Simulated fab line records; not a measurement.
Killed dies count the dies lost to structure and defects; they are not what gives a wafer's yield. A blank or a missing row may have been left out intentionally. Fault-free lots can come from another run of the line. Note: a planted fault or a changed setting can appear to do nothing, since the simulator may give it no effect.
Chamber matching ; flow n5 finfet ; 3 sister chambers for N5_BEOL_M8_DESCUM_16 on rie diel-02
The step chemistry O2, time 7.9 s. 3 wafers are shown with their chamber, then 6 later ones without.

## WAFERS PAIRED WITH THEIR CHAMBERS
wafer;chamber;showerhead plenum p Torr (Torr)
L083.5;1;1.99
L083.6;0;2.06
L085.1;3;2.14

## WAFERS WHOSE CHAMBER IS MISSING
wafer;showerhead plenum p Torr (Torr)
L085.2;1.99
L085.6;1.99
L088.2;2.14
L088.5;2.05
L094.1;2.05
L094.6;1.99

## WHICH CHAMBER EACH ONE RAN IN
wafer;from the rows above;in truth
L085.2;1;1
L085.6;1;1
L088.2;3;3
L088.5;0;0
L094.1;0;0
L094.6;1;1
Correctly placed: 6 of 6. Can't be placed from these rows: 0. Placed wrongly: 0.
How it was worked out, from the rows above alone: a wafer's distance from a chamber is the root of the sum, over the readings, of the square of ((its reading less the chamber's mean) divided by the reading's scatter). If the next closest chamber is less than 2 further off than the closest, the wafer can't be placed; otherwise it belongs to the closest. A chamber's mean is the mean of its shown wafers. The scatter (one wafer shown for each chamber): square how far every hidden wafer sits from the nearest shown wafer, average those squares and take the square root.
